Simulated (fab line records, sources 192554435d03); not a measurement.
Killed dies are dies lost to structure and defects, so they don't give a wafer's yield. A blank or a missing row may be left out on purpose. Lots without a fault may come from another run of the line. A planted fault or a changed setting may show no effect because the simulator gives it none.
Which tool did it? | flow n5_finfet | 24 lots, 72 wafers sampled, at 1 step of a route of 1938

WHAT THE GAUGES READ, wafer by wafer
N5_BEOL_M6_CD_MEAS_35: target cd 40 nm, target cd y 28 nm. Usual: cd_nm 39.8 nm, standard deviation 0.62.
lot  | measured     | on        | cd_nm (nm)     | flag
L074 | day 8 10:56  | cd_sem-02 | 39.1 39.1 38.9 |
L076 | day 8 23:12  | cd_sem-01 | 40.6 39.4 40.6 |
L075 | day 9 01:34  | cd_sem-03 | 39.5 40.7 39.9 |
L077 | day 9 04:21  | cd_sem-01 | 40.0 40.4 41.3 |
L078 | day 9 11:43  | cd_sem-02 | 39.1 40.0 39.3 |
L079 | day 9 21:20  | cd_sem-03 | 39.0 40.3 39.7 |
L081 | day 10 01:29 | cd_sem-02 | 39.8 40.1 40.0 |
L080 | day 10 07:40 | cd_sem-01 | 39.7 39.0 39.7 |
L082 | day 10 13:13 | cd_sem-01 | 40.8 38.9 39.3 |
L083 | day 10 22:41 | cd_sem-02 | 40.3 39.2 39.9 |
L084 | day 10 23:28 | cd_sem-03 | 38.1 39.0 39.5 |
L086 | day 11 16:22 | cd_sem-03 | 39.8 40.6 40.2 |
L088 | day 11 21:23 | cd_sem-02 | 38.6 39.9 40.3 |
L085 | day 11 21:42 | cd_sem-03 | 38.8 40.6 39.6 |
L087 | day 12 02:09 | cd_sem-02 | 40.3 39.1 39.8 |
L089 | day 12 07:53 | cd_sem-01 | 40.2 39.4 40.6 |
L091 | day 13 00:27 | cd_sem-03 | 40.4 39.3 39.8 |
L093 | day 13 09:38 | cd_sem-01 | 39.6 39.6 39.0 |
L090 | day 13 11:25 | cd_sem-03 | 40.4 39.8 39.6 |
L092 | day 13 20:38 | cd_sem-01 | 40.0 39.1 40.4 |
L094 | day 14 02:53 | cd_sem-02 | 39.4 38.3 40.4 |
L095 | day 14 05:20 | cd_sem-03 | 39.9 39.8 39.9 |
L096 | day 14 10:47 | cd_sem-03 | 40.0 40.3 40.9 |
L097 | day 14 17:50 | cd_sem-01 | 38.8 40.5 40.9 |

WHICH TOOL RAN EACH LOT (tool, then ch and the chambers of the sampled wafers, then the start)
The record holds no process step before these readings.

WHAT THE TOOLS THEMSELVES READ (means of the sampled wafers that have a number; where no wafer has one, the mark that the record gives instead)
The record holds no such reading with a usual standard deviation.

THE ANSWER, worked out from the rows above alone
Rule: a lot is off if the mean of its wafers that have a number lies more than 3 standard deviations from the usual mean. A lot without any number at a reading at which 4 lots or more have one is off too. The other lots that the step has rows for count as sound. The gauges are gone through in route order, then the tools' own readings, and for those a lot's mean is taken as printed above. The first step at which some lot is off is used, and at that step the reading that is off furthest; a lot without a number counts as furthest.
No lot is off at any reading shown: from this, nothing can be told.

WHAT THE SIMULATOR HAD PUT IN
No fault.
